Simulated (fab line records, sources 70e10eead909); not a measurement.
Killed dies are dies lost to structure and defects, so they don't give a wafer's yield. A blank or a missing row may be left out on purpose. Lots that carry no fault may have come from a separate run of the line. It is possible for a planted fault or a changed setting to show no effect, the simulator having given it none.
Which tool did it?	flow nand-harc	12 lots, 36 wafers sampled, at 6 steps of a route of 1302

== WHAT THE GAUGES SHOWED, per wafer ==
NHARC_A_CONTACT_CD_MEAS_42: target cd 300 nm. Usual: cd-nm 300.2 nm, standard deviation 0.45.
lot	measured	on	cd-nm (nm)	flag
L146	day 22 03:46	cd-sem-01	300.8 300.9 300.0	
L148	day 22 05:10	cd-sem-03	300.6 300.1 300.1	
L150	day 24 03:19	cd-sem-01	300.7 300.9 300.3	
L151	day 24 03:44	cd-sem-03	300.2 299.8 300.4	
L152	day 24 17:29	cd-sem-03	300.0 300.3 299.6	
L157	day 26 06:47	cd-sem-02	299.4 299.3 300.2	
L155	day 26 06:37	cd-sem-02	300.7 299.3 300.5	
L158	day 27 03:04	cd-sem-01	300.5 300.4 300.0	
L162	day 27 12:55	cd-sem-02	302.3 302.2 301.9	OFF
L165	day 30 03:41	cd-sem-01	302.1 302.5 302.4	OFF
L167	day 30 04:59	cd-sem-02	299.7 299.6 299.7	
L168	day 30 13:29	cd-sem-02	300.3 300.7 300.9	

NHARC_A_CONTACT_OVL_MEAS_43. Usual: overlay-x-nm 0.3 nm, standard deviation 0.7; overlay-y-nm 0.2 nm, standard deviation 0.95.
lot	measured	on	overlay-x-nm (nm)	overlay-y-nm (nm)	flag
L146	day 22 03:52	overlay-01	0.4 0.7 0.6	0.9 0.6 1.5	
L148	day 22 05:16	overlay-02	0.8 0.8 0.7	-1.0 -0.9 -0.8	
L150	day 24 03:24	overlay-01	0.0 0.3 0.2	-1.0 -0.6 -1.3	
L151	day 24 03:49	overlay-01	-0.6 -0.5 -0.5	0.9 1.3 0.3	
L152	day 24 17:34	overlay-01	0.4 -0.5 0.1	0.0 0.9 0.8	
L157	day 26 06:52	overlay-02	0.6 0.9 0.4	1.3 1.2 0.4	
L155	day 26 06:43	overlay-01	-0.5 -0.3 -0.7	1.1 1.3 1.4	
L158	day 27 03:09	overlay-02	0.8 0.4 0.3	-0.1 -0.3 0.2	
L162	day 27 13:00	overlay-01	0.4 0.0 0.4	1.3 1.2 1.6	
L165	day 30 03:46	overlay-01	-0.4 -0.4 -0.2	0.7 0.5 0.5	
L167	day 30 05:05	overlay-01	-1.1 -0.6 -1.0	0.2 1.3 0.9	
L168	day 30 13:35	overlay-02	1.1 0.6 0.7	0.2 0.0 -0.1	

NHARC_END_SORT_01. Usual: killed-at-array 51, standard deviation 17; killed-at-other 1.6, standard deviation 2.1; killed-at-periphery 4, standard deviation 3.2; killed-dies 57, standard deviation 18; killed-open 2.9, standard deviation 1.7; killed-short 2.3, standard deviation 1.3.
lot	measured	on	killed-at-array	killed-at-other	killed-at-periphery	killed-dies	killed-open	killed-short	flag
L146	day 24 23:05	prober-02	30 32 37	2 1 4	6 2 3	38 35 44	4 4 1	2 2 3	
L148	day 25 07:30	prober-01	43 48 44	1 5 7	6 3 3	50 56 54	6 3 3	1 0 2	
L150	day 27 04:47	prober-01	67 70 96	0 0 1	4 3 5	71 73 102	1 3 7	2 5 2	
L151	day 27 03:11	prober-02	36 28 31	1 2 2	5 0 2	42 30 35	7 1 3	4 5 4	
L152	day 27 15:55	prober-02	47 41 43	0 2 0	5 1 2	52 44 45	2 2 3	4 2 0	
L157	day 29 12:20	prober-02	61 59 75	1 2 3	3 2 3	65 63 81	6 3 4	3 2 1	
L155	day 29 13:13	prober-01	18 25 23	2 0 2	5 4 5	25 29 30	0 1 5	3 1 3	
L158	day 30 02:23	prober-02	71 67 77	0 0 0	12 10 10	83 77 87	3 1 1	0 1 2	
L162	day 30 10:44	prober-02	54 49 39	0 0 0	0 3 1	54 52 40	3 4 3	2 1 1	
L165	day 33 05:20	prober-02	53 53 42	10 2 8	2 1 2	65 56 52	6 4 4	4 1 1	
L167	day 33 05:16	prober-01	44 35 31	0 1 0	4 3 3	48 39 34	3 2 1	3 2 1	
L168	day 33 12:59	prober-01	36 57 61	2 2 1	5 5 2	43 64 64	1 3 1	3 2 2	

== WHICH TOOL RAN EACH LOT (tool, then ch and the chambers of the sampled wafers, then the start) ==
lot	NHARC_A_WL_FILL_ETCHBACK_17	NHARC_A_WL_FILL_CMP_12	NHARC_A_CONTACT_EXPOSE_39
L146	rie-metal-01 ch 0,1, day 21 15:34	cmp-04 ch 0,2,3, day 21 21:28	arfi-scanner-02 ch 0, day 22 03:38
L148	rie-metal-03 ch 0,1, day 21 15:34	cmp-02 ch 0,1,3, day 21 21:29	arfi-scanner-01 ch 0, day 22 05:02
L150	rie-metal-03 ch 0,1, day 23 15:26	cmp-02 ch 0,3, day 23 21:15	arfi-scanner-03 ch 0, day 24 03:11
L151	rie-metal-01 ch 0,1, day 23 17:00	cmp-04 ch 0,1,2, day 23 21:22	arfi-scanner-02 ch 0, day 24 03:35
L152	rie-metal-01 ch 0,1, day 24 02:34	cmp-04 ch 0,1,3, day 24 08:26	arfi-scanner-02 ch 0, day 24 17:20
L157	rie-metal-02 ch 1, day 25 18:43	cmp-02 ch 0,1,2, day 26 00:34	arfi-scanner-02 ch 0, day 26 06:38
L155	rie-metal-03 ch 0,1, day 25 18:46	cmp-04 ch 1,2, day 26 00:31	arfi-scanner-01 ch 0, day 26 06:29
L158	rie-metal-01 ch 0,1, day 26 12:29	cmp-01 ch 2,3, day 26 18:20	arfi-scanner-02 ch 0, day 27 02:55
L162	rie-metal-02 ch 0,1, day 27 00:49	cmp-01 ch 0,1, day 27 06:38	arfi-scanner-02 ch 0, day 27 12:47
L165	rie-metal-03 ch 1, day 29 15:38	cmp-01 ch 1,3, day 29 21:26	arfi-scanner-02 ch 0, day 30 03:33
L167	rie-metal-02 ch 0,1, day 29 15:40	cmp-04 ch 0,2, day 29 21:26	arfi-scanner-01 ch 0, day 30 04:52
L168	rie-metal-01 ch 0,1, day 30 01:45	cmp-02 ch 0,3, day 30 07:28	arfi-scanner-03 ch 0, day 30 13:21
- NHARC_A_WL_FILL_ETCHBACK_17: etches the open film in Cl2/BCl3, target depth 4 nm, time 26.7 s.
- NHARC_A_WL_FILL_CMP_12: polishes, t overpolish 30 s, target thk 100 nm.
- NHARC_A_CONTACT_EXPOSE_39: exposes mask A CC 3.

== AS READ BY THE TOOLS THEMSELVES (means over the sampled wafers that have a number; for cases with no such wafer, the mark the record gives instead) ==
NHARC_A_WL_FILL_ETCHBACK_17. Usual: drypump-motor-current-A 5.8 A, standard deviation 0.51; oes-product-au 0.999 a.u., standard deviation 0.0077.
lot	tool	drypump-motor-current-A (A)	oes-product-au (a.u.)	flag
L146	rie-metal-01	5.5	0.999	
L148	rie-metal-03	6.0	0.998	
L150	rie-metal-03	6.0	1.007	
L151	rie-metal-01	5.5	0.992	
L152	rie-metal-01	5.5	0.998	
L157	rie-metal-02	6.4	1.000	
L155	rie-metal-03	6.0	0.993	
L158	rie-metal-01	5.2	1.005	
L162	rie-metal-02	5.9	0.996	
L165	rie-metal-03	5.9	0.997	
L167	rie-metal-02	6.2	1.005	
L168	rie-metal-01	5.2	1.001	

NHARC_A_WL_FILL_CMP_12. Usual: motor-current-A 12.1 A, standard deviation 1.2; overpolish-run-s 30.000 s, standard deviation 0.01; retaining-ring-pressure-frac 1.000, standard deviation 0.005; slurry-filter-dp-kPa 13.49 kPa, standard deviation 0.14; time-to-endpoint-s 18.9 s, standard deviation 2.5.
lot	tool	motor-current-A (A)	overpolish-run-s (s)	retaining-ring-pressure-frac	slurry-filter-dp-kPa (kPa)	time-to-endpoint-s (s)	flag
L146	cmp-04	12.7	29.993	0.993	13.55	17.4	
L148	cmp-02	11.6	29.999	0.999	13.44	17.4	
L150	cmp-02	10.3	30.005	1.005	13.49	20.2	
L151	cmp-04	11.8	29.993	0.995	13.43	19.1	
L152	cmp-04	12.3	30.007	0.998	13.45	22.9	
L157	cmp-02	11.4	30.003	1.001	13.58	18.3	
L155	cmp-04	11.8	29.990	1.007	13.36	20.0	
L158	cmp-01	12.2	30.004	0.996	13.51	17.3	
L162	cmp-01	13.0	30.011	0.999	13.41	16.7	
L165	cmp-01	12.7	29.992	1.000	13.46	19.2	
L167	cmp-04	12.4	30.000	1.002	13.57	23.3	
L168	cmp-02	10.2	30.004	0.999	13.45	19.2	

NHARC_A_CONTACT_EXPOSE_39. Usual: exposure-dose-mJ-cm2 58.76, standard deviation 0.056; reticle-temp-C 22.95 C, standard deviation 0.1.
lot	tool	exposure-dose-mJ-cm2	reticle-temp-C (C)	flag
L146	arfi-scanner-02	58.77	22.95	
L148	arfi-scanner-01	58.77	22.90	
L150	arfi-scanner-03	58.75	22.94	
L151	arfi-scanner-02	58.72	22.86	
L152	arfi-scanner-02	58.66	22.96	
L157	arfi-scanner-02	58.75	23.00	
L155	arfi-scanner-01	58.74	22.98	
L158	arfi-scanner-02	58.73	22.95	
L162	arfi-scanner-02	61.34	23.09	OFF
L165	arfi-scanner-02	60.93	22.96	OFF
L167	arfi-scanner-01	58.75	23.06	
L168	arfi-scanner-03	58.73	23.06	

== THE ANSWER, worked out from the rows above alone ==
Rule: lot off if the mean of its wafers having a number is beyond 3 standard deviations from the usual mean. A lot without any number at a reading at which 4 lots or more have one is off too. Any other lot the step has rows for is counted as sound. First the gauges in route order, then the tools' own readings, where a lot's mean is used as printed above. The first step at which some lot is off is used, and at that step the reading that is off furthest; a lot without a number counts as furthest.
Off at NHARC_A_CONTACT_CD_MEAS_42 (cd-nm): L162, L165.
A tool fits if, at a process step before that reading, it ran every lot that is off, and no sound lot after the first of them. The gauges at NHARC_A_CONTACT_CD_MEAS_42 aren't tried: what is off there is off at NHARC_A_CONTACT_EXPOSE_39 too, on other tools, and a gauge's error can't cause that. 2 tools fit, cmp-01 at NHARC_A_WL_FILL_CMP_12 and arfi-scanner-02 at NHARC_A_CONTACT_EXPOSE_39, so this cannot tell which one it is.

== WHAT HAD BEEN PUT IN BY THE SIMULATOR ==
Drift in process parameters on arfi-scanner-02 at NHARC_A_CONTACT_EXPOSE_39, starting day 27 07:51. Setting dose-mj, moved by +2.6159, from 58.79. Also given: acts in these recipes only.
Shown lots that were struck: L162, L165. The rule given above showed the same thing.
